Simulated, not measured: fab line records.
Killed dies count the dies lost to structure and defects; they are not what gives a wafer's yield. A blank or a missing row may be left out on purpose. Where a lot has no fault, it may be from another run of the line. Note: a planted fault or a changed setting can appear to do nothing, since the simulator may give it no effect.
Which tool was responsible? :: flow n5_finfet :: Sampling: 24 lots, 72 wafers, 6 of 1938 route steps

WHAT THE GAUGES SHOWED, per wafer
Not one reading of a measure or inspect step in the record can be checked against a usual standard deviation.

WHAT TOOL EACH LOT RAN ON (gives the tool, then ch and the chambers of the sampled wafers, and finally the start)
lot: L074
N5_BEOL_M3_SPUTTER_88: pvd_sputter-01, day 7 07:25
N5_BEOL_M3_SPUTTER_92: pvd_sputter-01, day 7 07:52
N5_BEOL_M4_ILD_DEP_00: pecvd-04 ch 0,2, day 7 09:49
N5_BEOL_M4_HM_DEP_02: pvd_sputter-02, day 7 11:27
N5_BEOL_M4_STRIP_97: rie_diel-06 ch 1,2, day 8 02:50 or earlier
N5_BEOL_M4_ANNEAL_89: pvd_sputter-01, day 8 02:50

lot: L075
N5_BEOL_M3_SPUTTER_88: pvd_sputter-03, day 7 16:13
N5_BEOL_M3_SPUTTER_92: pvd_sputter-03, day 7 16:40
N5_BEOL_M4_ILD_DEP_00: pecvd-04 ch 0,1, day 7 18:13
N5_BEOL_M4_HM_DEP_02: pvd_sputter-01, day 7 19:15
N5_BEOL_M4_STRIP_97: rie_diel-01 ch 0,3, day 8 05:35 or earlier
N5_BEOL_M4_ANNEAL_89: pvd_sputter-01, day 8 05:35

lot: L076
N5_BEOL_M3_SPUTTER_88: pvd_sputter-03, day 7 18:48
N5_BEOL_M3_SPUTTER_92: pvd_sputter-03, day 7 19:14
N5_BEOL_M4_ILD_DEP_00: pecvd-03 ch 0,1, day 7 20:47
N5_BEOL_M4_HM_DEP_02: pvd_sputter-01, day 7 23:22
N5_BEOL_M4_STRIP_97: rie_diel-02 ch 1,2,3, day 8 09:45 or earlier
N5_BEOL_M4_ANNEAL_89: pvd_sputter-03, day 8 09:45

lot: L077
N5_BEOL_M3_SPUTTER_88: pvd_sputter-01, day 7 22:15
N5_BEOL_M3_SPUTTER_92: pvd_sputter-01, day 7 22:41
N5_BEOL_M4_ILD_DEP_00: pecvd-04 ch 0,2, day 8 00:14
N5_BEOL_M4_HM_DEP_02: pvd_sputter-01, day 8 00:53
N5_BEOL_M4_STRIP_97: rie_diel-01 ch 0,3, day 8 11:35 or earlier
N5_BEOL_M4_ANNEAL_89: pvd_sputter-03, day 8 11:35

lot: L078
N5_BEOL_M3_SPUTTER_88: pvd_sputter-02, day 8 13:07
N5_BEOL_M3_SPUTTER_92: pvd_sputter-02, day 8 13:34
N5_BEOL_M4_ILD_DEP_00: pecvd-04 ch 0,1, day 8 15:17
N5_BEOL_M4_HM_DEP_02: pvd_sputter-03, day 8 17:35
N5_BEOL_M4_STRIP_97: rie_diel-02 ch 0,1,3, day 9 03:03 or earlier
N5_BEOL_M4_ANNEAL_89: pvd_sputter-01, day 9 03:03

lot: L079
N5_BEOL_M3_SPUTTER_88: pvd_sputter-02, day 8 17:46
N5_BEOL_M3_SPUTTER_92: pvd_sputter-02, day 8 18:12
N5_BEOL_M4_ILD_DEP_00: pecvd-04 ch 1,2, day 8 19:53
N5_BEOL_M4_HM_DEP_02: pvd_sputter-01, day 8 21:48
N5_BEOL_M4_STRIP_97: rie_diel-02 ch 0,3, day 9 06:29 or earlier
N5_BEOL_M4_ANNEAL_89: pvd_sputter-03, day 9 06:29

lot: L080
N5_BEOL_M3_SPUTTER_88: pvd_sputter-02, day 9 06:34
N5_BEOL_M3_SPUTTER_92: pvd_sputter-02, day 9 07:01
N5_BEOL_M4_ILD_DEP_00: pecvd-04 ch 0,1,2, day 9 08:48
N5_BEOL_M4_HM_DEP_02: pvd_sputter-02, day 9 10:37
N5_BEOL_M4_STRIP_97: rie_diel-01 ch 0,2, day 9 23:44 or earlier
N5_BEOL_M4_ANNEAL_89: pvd_sputter-02, day 9 23:44

lot: L081
N5_BEOL_M3_SPUTTER_88: pvd_sputter-01, day 9 09:46
N5_BEOL_M3_SPUTTER_92: pvd_sputter-01, day 9 10:12
N5_BEOL_M4_ILD_DEP_00: pecvd-03 ch 0,1, day 9 12:04
N5_BEOL_M4_HM_DEP_02: pvd_sputter-01, day 9 12:19
N5_BEOL_M4_STRIP_97: rie_diel-02 ch 0,1,2, day 9 19:33 or earlier
N5_BEOL_M4_ANNEAL_89: pvd_sputter-01, day 9 19:33

lot: L082
N5_BEOL_M3_SPUTTER_88: pvd_sputter-03, day 9 10:26
N5_BEOL_M3_SPUTTER_92: pvd_sputter-03, day 9 10:53
N5_BEOL_M4_ILD_DEP_00: pecvd-03 ch 0,1,2, day 9 12:40
N5_BEOL_M4_HM_DEP_02: pvd_sputter-01, day 9 14:56
N5_BEOL_M4_STRIP_97: rie_diel-02 ch 0,1, day 10 02:17 or earlier
N5_BEOL_M4_ANNEAL_89: pvd_sputter-01, day 10 02:17

lot: L083
N5_BEOL_M3_SPUTTER_88: pvd_sputter-02, day 9 20:59
N5_BEOL_M3_SPUTTER_92: pvd_sputter-02, day 9 21:25
N5_BEOL_M4_ILD_DEP_00: pecvd-04 ch 0,2, day 9 23:31
N5_BEOL_M4_HM_DEP_02: pvd_sputter-02, day 10 00:54
N5_BEOL_M4_STRIP_97: rie_diel-02 ch 0,1,3, day 10 06:17 or earlier
N5_BEOL_M4_ANNEAL_89: pvd_sputter-01, day 10 06:17

lot: L084
N5_BEOL_M3_SPUTTER_88: pvd_sputter-01, day 9 23:48
N5_BEOL_M3_SPUTTER_92: pvd_sputter-01, day 10 00:14
N5_BEOL_M4_ILD_DEP_00: pecvd-04 ch 1,2, day 10 01:55
N5_BEOL_M4_HM_DEP_02: pvd_sputter-03, day 10 03:52
N5_BEOL_M4_STRIP_97: rie_diel-02 ch 2,3, day 10 09:16 or earlier
N5_BEOL_M4_ANNEAL_89: pvd_sputter-03, day 10 09:16

lot: L085
N5_BEOL_M3_SPUTTER_88: pvd_sputter-01, day 10 04:05
N5_BEOL_M3_SPUTTER_92: pvd_sputter-01, day 10 04:31
N5_BEOL_M4_ILD_DEP_00: pecvd-01 ch 0,1, day 10 06:24
N5_BEOL_M4_HM_DEP_02: pvd_sputter-01, day 10 07:28
N5_BEOL_M4_STRIP_97: rie_diel-06 ch 0,3, day 10 20:00 or earlier
N5_BEOL_M4_ANNEAL_89: pvd_sputter-02, day 10 20:00

lot: L086
N5_BEOL_M3_SPUTTER_88: pvd_sputter-03, day 10 19:47
N5_BEOL_M3_SPUTTER_92: pvd_sputter-03, day 10 20:13
N5_BEOL_M4_ILD_DEP_00: pecvd-03 ch 0,2, day 10 21:46
N5_BEOL_M4_HM_DEP_02: pvd_sputter-03, day 10 23:05
N5_BEOL_M4_STRIP_97: rie_diel-01 ch 0,1,3, day 11 05:05 or earlier
N5_BEOL_M4_ANNEAL_89: pvd_sputter-03, day 11 05:05

lot: L087
N5_BEOL_M3_SPUTTER_88: pvd_sputter-03, day 11 02:04
N5_BEOL_M3_SPUTTER_92: pvd_sputter-03, day 11 02:30
N5_BEOL_M4_ILD_DEP_00: pecvd-03 ch 1,2, day 11 04:03
N5_BEOL_M4_HM_DEP_02: pvd_sputter-02, day 11 04:41
N5_BEOL_M4_STRIP_97: rie_diel-01 ch 0,1,3, day 11 11:38 or earlier
N5_BEOL_M4_ANNEAL_89: pvd_sputter-03, day 11 11:38

lot: L089
N5_BEOL_M3_SPUTTER_88: pvd_sputter-02, day 11 10:42
N5_BEOL_M3_SPUTTER_92: pvd_sputter-02, day 11 11:08
N5_BEOL_M4_ILD_DEP_00: pecvd-01 ch 0,1,2, day 11 12:41
N5_BEOL_M4_HM_DEP_02: pvd_sputter-02, day 11 14:33
N5_BEOL_M4_STRIP_97: rie_diel-01 ch 0,2,3, day 12 04:11 or earlier
N5_BEOL_M4_ANNEAL_89: pvd_sputter-01, day 12 04:11

lot: L091
N5_BEOL_M3_SPUTTER_88: pvd_sputter-02, day 11 19:05
N5_BEOL_M3_SPUTTER_92: pvd_sputter-02, day 11 19:35
N5_BEOL_M4_ILD_DEP_00: pecvd-03 ch 0,1, day 11 21:16
N5_BEOL_M4_HM_DEP_02: pvd_sputter-03, day 11 21:41
N5_BEOL_M4_STRIP_97: rie_diel-06 ch 2,3, day 12 07:12 or earlier
N5_BEOL_M4_ANNEAL_89: pvd_sputter-01, day 12 07:12

lot: L088
N5_BEOL_M3_SPUTTER_88: pvd_sputter-02, day 11 21:20
N5_BEOL_M3_SPUTTER_92: pvd_sputter-02, day 11 21:50
N5_BEOL_M4_ILD_DEP_00: pecvd-04 ch 0,2, day 11 23:28
N5_BEOL_M4_HM_DEP_02: pvd_sputter-02, day 12 01:55
N5_BEOL_M4_STRIP_97: rie_diel-01 ch 0,2,3, day 12 12:46 or earlier
N5_BEOL_M4_ANNEAL_89: pvd_sputter-03, day 12 12:46

lot: L090
N5_BEOL_M3_SPUTTER_88: pvd_sputter-02, day 12 00:10
N5_BEOL_M3_SPUTTER_92: pvd_sputter-02, day 12 00:40
N5_BEOL_M4_ILD_DEP_00: pecvd-03 ch 0,1, day 12 02:17
N5_BEOL_M4_HM_DEP_02: pvd_sputter-01, day 12 02:43
N5_BEOL_M4_STRIP_97: rie_diel-01 ch 1,2,3, day 12 10:34 or earlier
N5_BEOL_M4_ANNEAL_89: pvd_sputter-03, day 12 10:34

lot: L092
N5_BEOL_M3_SPUTTER_88: pvd_sputter-02, day 12 04:17
N5_BEOL_M3_SPUTTER_92: pvd_sputter-02, day 12 04:47
N5_BEOL_M4_ILD_DEP_00: pecvd-04 ch 0,1,2, day 12 06:35
N5_BEOL_M4_HM_DEP_02: pvd_sputter-01, day 12 08:20
N5_BEOL_M4_STRIP_97: rie_diel-02 ch 0,2,3, day 12 20:13 or earlier
N5_BEOL_M4_ANNEAL_89: pvd_sputter-03, day 12 20:13

lot: L095
N5_BEOL_M3_SPUTTER_88: pvd_sputter-02, day 12 15:43
N5_BEOL_M3_SPUTTER_92: pvd_sputter-02, day 12 16:09
N5_BEOL_M4_ILD_DEP_00: pecvd-03 ch 0,1, day 12 17:47
N5_BEOL_M4_HM_DEP_02: pvd_sputter-03, day 12 18:38
N5_BEOL_M4_STRIP_97: rie_diel-01 ch 0,1,2, day 13 04:55 or earlier
N5_BEOL_M4_ANNEAL_89: pvd_sputter-01, day 13 04:55

lot: L094
N5_BEOL_M3_SPUTTER_88: pvd_sputter-02, day 13 00:40
N5_BEOL_M3_SPUTTER_92: pvd_sputter-02, day 13 01:06
N5_BEOL_M4_ILD_DEP_00: pecvd-04 ch 0,1,2, day 13 03:27
N5_BEOL_M4_HM_DEP_02: pvd_sputter-01, day 13 06:07
N5_BEOL_M4_STRIP_97: rie_diel-01 ch 1,2, day 13 15:10 or earlier
N5_BEOL_M4_ANNEAL_89: pvd_sputter-03, day 13 15:10

lot: L093
N5_BEOL_M3_SPUTTER_88: pvd_sputter-01, day 13 08:48
N5_BEOL_M3_SPUTTER_92: pvd_sputter-01, day 13 09:14
N5_BEOL_M4_ILD_DEP_00: pecvd-04 ch 0,1, day 13 10:50
N5_BEOL_M4_HM_DEP_02: pvd_sputter-01, day 13 13:04
N5_BEOL_M4_STRIP_97: rie_diel-01 ch 0,1,2, day 14 03:22 or earlier
N5_BEOL_M4_ANNEAL_89: pvd_sputter-02, day 14 03:22

lot: L096
N5_BEOL_M3_SPUTTER_88: pvd_sputter-03, day 13 17:53
N5_BEOL_M3_SPUTTER_92: pvd_sputter-03, day 13 18:20
N5_BEOL_M4_ILD_DEP_00: pecvd-01 ch 1,2, day 13 19:55
N5_BEOL_M4_HM_DEP_02: pvd_sputter-01, day 13 22:02
N5_BEOL_M4_STRIP_97: rie_diel-01 ch 0,2,3, day 14 08:56 or earlier
N5_BEOL_M4_ANNEAL_89: pvd_sputter-03, day 14 08:56

lot: L097
N5_BEOL_M3_SPUTTER_88: pvd_sputter-03, day 14 03:29
N5_BEOL_M3_SPUTTER_92: pvd_sputter-03, day 14 03:56
N5_BEOL_M4_ILD_DEP_00: pecvd-04 ch 0,1,2, day 14 05:32
N5_BEOL_M4_HM_DEP_02: pvd_sputter-02, day 14 06:20
N5_BEOL_M4_STRIP_97: rie_diel-02 ch 0,3, day 15 01:09 or earlier
N5_BEOL_M4_ANNEAL_89: pvd_sputter-02, day 15 01:09
- N5_BEOL_M3_SPUTTER_88: material Cu, target thk 4.5 nm, time 8.29 s.
- N5_BEOL_M3_SPUTTER_92: material Cu, target thk 4.5 nm, time 8.29 s.
- N5_BEOL_M4_ILD_DEP_00: deposits SiOC from DEMS/O2, target thk 79 nm, time 15.3 s.
- N5_BEOL_M4_HM_DEP_02: deposits TiN, target thk 20 nm.
- N5_BEOL_M4_STRIP_97: strips in N2/H2, time 10 s.
- N5_BEOL_M4_ANNEAL_89: time 240 s.

AS READ BY THE TOOLS THEMSELVES (means over the sampled wafers that have a number; for cases with no such wafer, the mark the record gives instead)
N5_BEOL_M3_SPUTTER_88.
lot: L074
tool: pvd_sputter-01
throttle_valve_pct (%): 30.8

lot: L075
tool: pvd_sputter-03
throttle_valve_pct (%): 31.5

lot: L076
tool: pvd_sputter-03
throttle_valve_pct (%): 30.5

lot: L077
tool: pvd_sputter-01
throttle_valve_pct (%): 30.5

lot: L078
tool: pvd_sputter-02
throttle_valve_pct (%): 29.2

lot: L079
tool: pvd_sputter-02
throttle_valve_pct (%): 29.4

lot: L080
tool: pvd_sputter-02
throttle_valve_pct (%): 29.2

lot: L081
tool: pvd_sputter-01
throttle_valve_pct (%): 30.8

lot: L082
tool: pvd_sputter-03
throttle_valve_pct (%): 30.6

lot: L083
tool: pvd_sputter-02
throttle_valve_pct (%): 29.2

lot: L084
tool: pvd_sputter-01
throttle_valve_pct (%): 31.5

lot: L085
tool: pvd_sputter-01
throttle_valve_pct (%): 30.5

lot: L086
tool: pvd_sputter-03
throttle_valve_pct (%): 29.6

lot: L087
tool: pvd_sputter-03
throttle_valve_pct (%): 31.1

lot: L089
tool: pvd_sputter-02
throttle_valve_pct (%): 29.2

lot: L091
tool: pvd_sputter-02
throttle_valve_pct (%): 29.0

lot: L088
tool: pvd_sputter-02
throttle_valve_pct (%): 29.0

lot: L090
tool: pvd_sputter-02
throttle_valve_pct (%): 29.2

lot: L092
tool: pvd_sputter-02
throttle_valve_pct (%): 29.1

lot: L095
tool: pvd_sputter-02
throttle_valve_pct (%): 29.1

lot: L094
tool: pvd_sputter-02
throttle_valve_pct (%): 29.1

lot: L093
tool: pvd_sputter-01
throttle_valve_pct (%): 31.0

lot: L096
tool: pvd_sputter-03
throttle_valve_pct (%): 30.5

lot: L097
tool: pvd_sputter-03
throttle_valve_pct (%): 30.2

N5_BEOL_M3_SPUTTER_92.
lot: L074
tool: pvd_sputter-01
throttle_valve_pct (%): 30.8

lot: L075
tool: pvd_sputter-03
throttle_valve_pct (%): 31.3

lot: L076
tool: pvd_sputter-03
throttle_valve_pct (%): 30.4

lot: L077
tool: pvd_sputter-01
throttle_valve_pct (%): 30.4

lot: L078
tool: pvd_sputter-02
throttle_valve_pct (%): 29.0

lot: L079
tool: pvd_sputter-02
throttle_valve_pct (%): 29.2

lot: L080
tool: pvd_sputter-02
throttle_valve_pct (%): 29.2

lot: L081
tool: pvd_sputter-01
throttle_valve_pct (%): 30.7

lot: L082
tool: pvd_sputter-03
throttle_valve_pct (%): 30.4

lot: L083
tool: pvd_sputter-02
throttle_valve_pct (%): 28.8

lot: L084
tool: pvd_sputter-01
throttle_valve_pct (%): 31.4

lot: L085
tool: pvd_sputter-01
throttle_valve_pct (%): 30.2

lot: L086
tool: pvd_sputter-03
throttle_valve_pct (%): 29.5

lot: L087
tool: pvd_sputter-03
throttle_valve_pct (%): 31.3

lot: L089
tool: pvd_sputter-02
throttle_valve_pct (%): 29.1

lot: L091
tool: pvd_sputter-02
throttle_valve_pct (%): 29.2

lot: L088
tool: pvd_sputter-02
throttle_valve_pct (%): 29.1

lot: L090
tool: pvd_sputter-02
throttle_valve_pct (%): 29.3

lot: L092
tool: pvd_sputter-02
throttle_valve_pct (%): 29.2

lot: L095
tool: pvd_sputter-02
throttle_valve_pct (%): 29.3

lot: L094
tool: pvd_sputter-02
throttle_valve_pct (%): 29.1

lot: L093
tool: pvd_sputter-01
throttle_valve_pct (%): 30.8

lot: L096
tool: pvd_sputter-03
throttle_valve_pct (%): 30.4

lot: L097
tool: pvd_sputter-03
throttle_valve_pct (%): 30.3

N5_BEOL_M4_ILD_DEP_00.
lot: L074
tool: pecvd-04
heater_power_w (W): 493
showerhead_plenum_p_Torr (Torr): 5.679
throttle_valve_pct (%): 12.1

lot: L075
tool: pecvd-04
heater_power_w (W): 478
showerhead_plenum_p_Torr (Torr): 5.698
throttle_valve_pct (%): 13.6

lot: L076
tool: pecvd-03
heater_power_w (W): 441
showerhead_plenum_p_Torr (Torr): 5.720
throttle_valve_pct (%): 12.5

lot: L077
tool: pecvd-04
heater_power_w (W): 506
showerhead_plenum_p_Torr (Torr): 5.690
throttle_valve_pct (%): 13.4

lot: L078
tool: pecvd-04
heater_power_w (W): 494
showerhead_plenum_p_Torr (Torr): 5.690
throttle_valve_pct (%): 12.9

lot: L079
tool: pecvd-04
heater_power_w (W): 484
showerhead_plenum_p_Torr (Torr): 5.679
throttle_valve_pct (%): 11.5

lot: L080
tool: pecvd-04
heater_power_w (W): 499
showerhead_plenum_p_Torr (Torr): 5.690
throttle_valve_pct (%): 12.6

lot: L081
tool: pecvd-03
heater_power_w (W): 469
showerhead_plenum_p_Torr (Torr): 5.705
throttle_valve_pct (%): 12.5

lot: L082
tool: pecvd-03
heater_power_w (W): 482
showerhead_plenum_p_Torr (Torr): 5.699
throttle_valve_pct (%): 12.1

lot: L083
tool: pecvd-04
heater_power_w (W): 462
showerhead_plenum_p_Torr (Torr): 5.691
throttle_valve_pct (%): 13.5

lot: L084
tool: pecvd-04
heater_power_w (W): 525
showerhead_plenum_p_Torr (Torr): 5.686
throttle_valve_pct (%): 11.4

lot: L085
tool: pecvd-01
heater_power_w (W): 504
showerhead_plenum_p_Torr (Torr): 5.709
throttle_valve_pct (%): 12.1

lot: L086
tool: pecvd-03
heater_power_w (W): 505
showerhead_plenum_p_Torr (Torr): 5.693
throttle_valve_pct (%): 11.6

lot: L087
tool: pecvd-03
heater_power_w (W): 524
showerhead_plenum_p_Torr (Torr): 5.695
throttle_valve_pct (%): 12.1

lot: L089
tool: pecvd-01
heater_power_w (W): 530
showerhead_plenum_p_Torr (Torr): 5.710
throttle_valve_pct (%): 11.4

lot: L091
tool: pecvd-03
heater_power_w (W): 459
showerhead_plenum_p_Torr (Torr): 5.694
throttle_valve_pct (%): 11.9

lot: L088
tool: pecvd-04
heater_power_w (W): 501
showerhead_plenum_p_Torr (Torr): 5.682
throttle_valve_pct (%): 13.5

lot: L090
tool: pecvd-03
heater_power_w (W): 486
showerhead_plenum_p_Torr (Torr): 5.718
throttle_valve_pct (%): 12.0

lot: L092
tool: pecvd-04
heater_power_w (W): 508
showerhead_plenum_p_Torr (Torr): 5.687
throttle_valve_pct (%): 12.7

lot: L095
tool: pecvd-03
heater_power_w (W): 418
showerhead_plenum_p_Torr (Torr): 5.707
throttle_valve_pct (%): 12.2

lot: L094
tool: pecvd-04
heater_power_w (W): 478
showerhead_plenum_p_Torr (Torr): 5.683
throttle_valve_pct (%): 12.8

lot: L093
tool: pecvd-04
heater_power_w (W): 502
showerhead_plenum_p_Torr (Torr): 5.703
throttle_valve_pct (%): 13.1

lot: L096
tool: pecvd-01
heater_power_w (W): 515
showerhead_plenum_p_Torr (Torr): 5.688
throttle_valve_pct (%): 11.0

lot: L097
tool: pecvd-04
heater_power_w (W): 513
showerhead_plenum_p_Torr (Torr): 5.680
throttle_valve_pct (%): 12.8

N5_BEOL_M4_HM_DEP_02.
lot: L074
tool: pvd_sputter-02
throttle_valve_pct (%): 29.2

lot: L075
tool: pvd_sputter-01
throttle_valve_pct (%): 31.6

lot: L076
tool: pvd_sputter-01
throttle_valve_pct (%): 30.8

lot: L077
tool: pvd_sputter-01
throttle_valve_pct (%): 31.0

lot: L078
tool: pvd_sputter-03
throttle_valve_pct (%): 30.4

lot: L079
tool: pvd_sputter-01
throttle_valve_pct (%): 30.9

lot: L080
tool: pvd_sputter-02
throttle_valve_pct (%): 28.8

lot: L081
tool: pvd_sputter-01
throttle_valve_pct (%): 31.6

lot: L082
tool: pvd_sputter-01
throttle_valve_pct (%): 31.1

lot: L083
tool: pvd_sputter-02
throttle_valve_pct (%): 29.3

lot: L084
tool: pvd_sputter-03
throttle_valve_pct (%): 30.5

lot: L085
tool: pvd_sputter-01
throttle_valve_pct (%): 30.8

lot: L086
tool: pvd_sputter-03
throttle_valve_pct (%): 29.2

lot: L087
tool: pvd_sputter-02
throttle_valve_pct (%): 28.7

lot: L089
tool: pvd_sputter-02
throttle_valve_pct (%): 29.2

lot: L091
tool: pvd_sputter-03
throttle_valve_pct (%): 29.7

lot: L088
tool: pvd_sputter-02
throttle_valve_pct (%): 29.4

lot: L090
tool: pvd_sputter-01
throttle_valve_pct (%): 30.9

lot: L092
tool: pvd_sputter-01
throttle_valve_pct (%): 31.1

lot: L095
tool: pvd_sputter-03
throttle_valve_pct (%): 30.6

lot: L094
tool: pvd_sputter-01
throttle_valve_pct (%): 30.6

lot: L093
tool: pvd_sputter-01
throttle_valve_pct (%): 31.0

lot: L096
tool: pvd_sputter-01
throttle_valve_pct (%): 30.2

lot: L097
tool: pvd_sputter-02
throttle_valve_pct (%): 29.3

N5_BEOL_M4_STRIP_97.
lot: L074
tool: rie_diel-06
drypump_motor_current_A (A): 5.1
oes_product_au (a.u.): 0.82
rf_vpp_V (V): 59.8
showerhead_plenum_p_Torr (Torr): 2.56
throttle_valve_pct (%): 23.50

lot: L075
tool: rie_diel-01
drypump_motor_current_A (A): 6.1
oes_product_au (a.u.): 0.88
rf_vpp_V (V): 59.4
showerhead_plenum_p_Torr (Torr): 2.51
throttle_valve_pct (%): 23.53

lot: L076
tool: rie_diel-02
drypump_motor_current_A (A): 5.8
oes_product_au (a.u.): 0.78
rf_vpp_V (V): 59.7
showerhead_plenum_p_Torr (Torr): 2.51
throttle_valve_pct (%): 23.60

lot: L077
tool: rie_diel-01
drypump_motor_current_A (A): 6.1
oes_product_au (a.u.): 0.88
rf_vpp_V (V): 59.4
showerhead_plenum_p_Torr (Torr): 2.51
throttle_valve_pct (%): 23.52

lot: L078
tool: rie_diel-02
drypump_motor_current_A (A): 5.9
oes_product_au (a.u.): 0.70
rf_vpp_V (V): 58.8
showerhead_plenum_p_Torr (Torr): 2.41
throttle_valve_pct (%): 23.71

lot: L079
tool: rie_diel-02
drypump_motor_current_A (A): 6.2
oes_product_au (a.u.): 0.69
rf_vpp_V (V): 57.8
showerhead_plenum_p_Torr (Torr): 2.43
throttle_valve_pct (%): 23.79

lot: L080
tool: rie_diel-01
drypump_motor_current_A (A): 5.4
oes_product_au (a.u.): 0.89
rf_vpp_V (V): 59.0
showerhead_plenum_p_Torr (Torr): 2.51
throttle_valve_pct (%): 23.31

lot: L081
tool: rie_diel-02
drypump_motor_current_A (A): 5.5
oes_product_au (a.u.): 0.77
rf_vpp_V (V): 58.8
showerhead_plenum_p_Torr (Torr): 2.50
throttle_valve_pct (%): 23.67

lot: L082
tool: rie_diel-02
drypump_motor_current_A (A): 5.5
oes_product_au (a.u.): 0.69
rf_vpp_V (V): 58.5
showerhead_plenum_p_Torr (Torr): 2.40
throttle_valve_pct (%): 23.80

lot: L083
tool: rie_diel-02
drypump_motor_current_A (A): 5.8
oes_product_au (a.u.): 0.69
rf_vpp_V (V): 58.8
showerhead_plenum_p_Torr (Torr): 2.41
throttle_valve_pct (%): 23.74

lot: L084
tool: rie_diel-02
drypump_motor_current_A (A): 6.1
oes_product_au (a.u.): 0.76
rf_vpp_V (V): 59.3
showerhead_plenum_p_Torr (Torr): 2.52
throttle_valve_pct (%): 23.68

lot: L085
tool: rie_diel-06
drypump_motor_current_A (A): 5.4
oes_product_au (a.u.): 0.91
rf_vpp_V (V): 59.1
showerhead_plenum_p_Torr (Torr): 2.56
throttle_valve_pct (%): 23.44

lot: L086
tool: rie_diel-01
drypump_motor_current_A (A): 6.3
oes_product_au (a.u.): 0.85
rf_vpp_V (V): 58.9
showerhead_plenum_p_Torr (Torr): 2.50
throttle_valve_pct (%): 23.59

lot: L087
tool: rie_diel-01
drypump_motor_current_A (A): 6.3
oes_product_au (a.u.): 0.84
rf_vpp_V (V): 59.2
showerhead_plenum_p_Torr (Torr): 2.50
throttle_valve_pct (%): 23.60

lot: L089
tool: rie_diel-01
drypump_motor_current_A (A): 5.8
oes_product_au (a.u.): 0.84
rf_vpp_V (V): 59.2
showerhead_plenum_p_Torr (Torr): 2.50
throttle_valve_pct (%): 23.45

lot: L091
tool: rie_diel-06
drypump_motor_current_A (A): 5.4
oes_product_au (a.u.): 0.83
rf_vpp_V (V): 59.3
showerhead_plenum_p_Torr (Torr): 2.54
throttle_valve_pct (%): 23.62

lot: L088
tool: rie_diel-01
drypump_motor_current_A (A): 5.7
oes_product_au (a.u.): 0.84
rf_vpp_V (V): 59.1
showerhead_plenum_p_Torr (Torr): 2.50
throttle_valve_pct (%): 23.45

lot: L090
tool: rie_diel-01
drypump_motor_current_A (A): 6.0
oes_product_au (a.u.): 0.88
rf_vpp_V (V): 58.8
showerhead_plenum_p_Torr (Torr): 2.48
throttle_valve_pct (%): 23.49

lot: L092
tool: rie_diel-02
drypump_motor_current_A (A): 5.9
oes_product_au (a.u.): 0.75
rf_vpp_V (V): 58.8
showerhead_plenum_p_Torr (Torr): 2.51
throttle_valve_pct (%): 23.76

lot: L095
tool: rie_diel-01
drypump_motor_current_A (A): 6.0
oes_product_au (a.u.): 0.83
rf_vpp_V (V): 58.6
showerhead_plenum_p_Torr (Torr): 2.49
throttle_valve_pct (%): 23.52

lot: L094
tool: rie_diel-01
drypump_motor_current_A (A): 6.2
oes_product_au (a.u.): 0.87
rf_vpp_V (V): 59.6
showerhead_plenum_p_Torr (Torr): 2.47
throttle_valve_pct (%): 23.56

lot: L093
tool: rie_diel-01
drypump_motor_current_A (A): 5.9
oes_product_au (a.u.): 0.83
rf_vpp_V (V): 59.4
showerhead_plenum_p_Torr (Torr): 2.49
throttle_valve_pct (%): 23.52

lot: L096
tool: rie_diel-01
drypump_motor_current_A (A): 5.7
oes_product_au (a.u.): 0.82
rf_vpp_V (V): 59.2
showerhead_plenum_p_Torr (Torr): 2.49
throttle_valve_pct (%): 23.47

lot: L097
tool: rie_diel-02
drypump_motor_current_A (A): 6.3
oes_product_au (a.u.): 0.88
rf_vpp_V (V): 58.9
showerhead_plenum_p_Torr (Torr): 2.63
throttle_valve_pct (%): 23.60

N5_BEOL_M4_ANNEAL_89.
lot: L074
tool: pvd_sputter-01
heater_power_w (W): 771

lot: L075
tool: pvd_sputter-01
heater_power_w (W): 878

lot: L076
tool: pvd_sputter-03
heater_power_w (W): 798

lot: L077
tool: pvd_sputter-03
heater_power_w (W): 731

lot: L078
tool: pvd_sputter-01
heater_power_w (W): 781

lot: L079
tool: pvd_sputter-03
heater_power_w (W): 708

lot: L080
tool: pvd_sputter-02
heater_power_w (W): 906

lot: L081
tool: pvd_sputter-01
heater_power_w (W): 771

lot: L082
tool: pvd_sputter-01
heater_power_w (W): 772

lot: L083
tool: pvd_sputter-01
heater_power_w (W): 831

lot: L084
tool: pvd_sputter-03
heater_power_w (W): 710

lot: L085
tool: pvd_sputter-02
heater_power_w (W): 830

lot: L086
tool: pvd_sputter-03
heater_power_w (W): 735

lot: L087
tool: pvd_sputter-03
heater_power_w (W): 720

lot: L089
tool: pvd_sputter-01
heater_power_w (W): 876

lot: L091
tool: pvd_sputter-01
heater_power_w (W): 761

lot: L088
tool: pvd_sputter-03
heater_power_w (W): 763

lot: L090
tool: pvd_sputter-03
heater_power_w (W): 741

lot: L092
tool: pvd_sputter-03
heater_power_w (W): 754

lot: L095
tool: pvd_sputter-01
heater_power_w (W): 778

lot: L094
tool: pvd_sputter-03
heater_power_w (W): 735

lot: L093
tool: pvd_sputter-02
heater_power_w (W): 954

lot: L096
tool: pvd_sputter-03
heater_power_w (W): 740

lot: L097
tool: pvd_sputter-02
heater_power_w (W): 846

THE ANSWER, worked out from the rows above alone
Rule: the usual values come from the lots themselves. The widest of any qualifying gaps counts: lots, ordered by their means at a reading, are off when they make up no more than a third of the lots, leave a main group of 4 or more, and stand apart from it by 3 or more times the standard deviation of that group's means. The tables above print the reading to a certain number of digits; a main group whose means all agree to those digits is not used. Also off: a lot with no number at a reading for which 4 or more lots have one. All remaining lots with rows at the step are treated as sound. Order of review: gauges by route order, followed by the tools' own readings, for which a lot's mean as printed above is used. At the first step where some lot is off, the reading lying furthest off is the one used; lots without a number count as furthest.
Across all readings shown, no lot is off: no conclusion can be drawn from this.

WHAT HAD BEEN PUT IN BY THE SIMULATOR
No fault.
